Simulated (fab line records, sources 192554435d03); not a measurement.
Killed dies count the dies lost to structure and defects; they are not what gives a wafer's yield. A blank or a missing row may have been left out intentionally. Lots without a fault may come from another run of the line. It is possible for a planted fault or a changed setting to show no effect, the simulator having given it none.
Code-filled problem report in 8D (eight disciplines) form    flow n5-finfet    the parts of the form that need people (team, actions taken, sign-off) are left out

## 1. THE ISSUE
killed-at-front-end at N5_PASSIVATION_PROBE_49 reads a mean of 167 on 2 wafers of 2 lots; wafers without a fault read 41 with a standard deviation of 12. That is +10 standard deviations from the usual mean.
Seen first at day 14 06:08 on prober-01, wafer L211.5. At this step, 10 wafers from 4 lots have a number in the record. The rule behind "out" and "out of limits": a value lying over 4 standard deviations away from the usual mean. All remaining wafers that have a number are taken as sound.

## 2. WHAT IT IS AND WHAT IT IS NOT
question                     is                                                                                                        is not
which readings at this step  killed-at-front-end, defect-limited-yield, killed-dies, sort_bin_5_function, sort-n-pass, sort-yield-pct  killed_at_M0_to_M3, killed_at_M4_up, killed-at-contacts, killed-at-other, killed-short, sort_bin_8_speed
which lots                   L211, L214                                                                                                L226, L227
which wafers of those lots   L211.5, L214.5                                                                                            L211.2, L211.4, L214.1, L214.4
read on which tools          prober-01, prober-02                                                                                      -
when                         from day 14 06:08                                                                                         up to then (2 sound wafers); but 6 sound wafers of L214, L226, L227 came after

## 3. SUSPECTS, AND WHAT RULES EACH OUT
Counting: any tool at a process step up to the reading remains a suspect provided it ran every lot that is out. Sound lots after the first of them don't rule it out here, since some wafers of a struck lot are sound.
- wet-bench-06 at N5_PMOS_HMC_CHANNEL_EPI_STRIP_17 (strips in SPM, time 750 s): kept. It ran every lot that is out, first L211 (day 2 23:47).
After counting, what remains is wet-bench-06 at N5_PMOS_HMC_CHANNEL_EPI_STRIP_17.

## 4. THE CAUSE (what the simulator had put in)
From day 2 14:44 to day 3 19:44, wet-bench-06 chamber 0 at N5_PMOS_HMC_CHANNEL_EPI_STRIP_17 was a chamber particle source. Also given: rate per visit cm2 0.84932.
The count eliminated every tool but this one.

## 5. SEQUENCE OF EFFECTS, ordered by route
Each row: a reading where the mean over the struck wafers with a number is more than 3 standard deviations away from the usual. Only readings for which the record gives a usual standard deviation are gone through. hours: the time from each lot's start at the first step in this table that gives one to its start at this step, as a median over the lots. sigmas: the change in usual standard deviations.
hours  step                     reading               usual   on struck wafers  change  sigmas
0      N5_PASSIVATION_PROBE_49  defect-limited-yield  91.1 %  79.8              -11.3   -8.7
0      N5_PASSIVATION_PROBE_49  killed-at-front-end   41      167               +126    +10
0      N5_PASSIVATION_PROBE_49  killed-dies           105     238               +133    +8.9
0      N5_PASSIVATION_PROBE_49  killed-on-rim         14      30                +16     +3.9
0      N5_PASSIVATION_PROBE_49  sort_bin_5_function   5.3 %   12.0              +6.7    +8.3
0      N5_PASSIVATION_PROBE_49  sort_bin_6_memory     3.3 %   5.7               +2.4    +3.2
0      N5_PASSIVATION_PROBE_49  sort-n-pass           1075    942               -133    -8.9
0      N5_PASSIVATION_PROBE_49  sort-yield-pct        91.1 %  79.8              -11.3   -8.7
Here are the process steps it includes:
- N5_PASSIVATION_PROBE_49

## 6. HOW IT WOULD HAVE BEEN CAUGHT EARLIER
First out-of-limits reading in this record: day 14 06:08, which is 279 hours after fault onset at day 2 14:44.
Lots out: 2; all had begun N5_PMOS_HMC_CHANNEL_EPI_STRIP_17 on wet-bench-06 by day 14 06:08. None of them would have been spared by holding the tool at that moment.
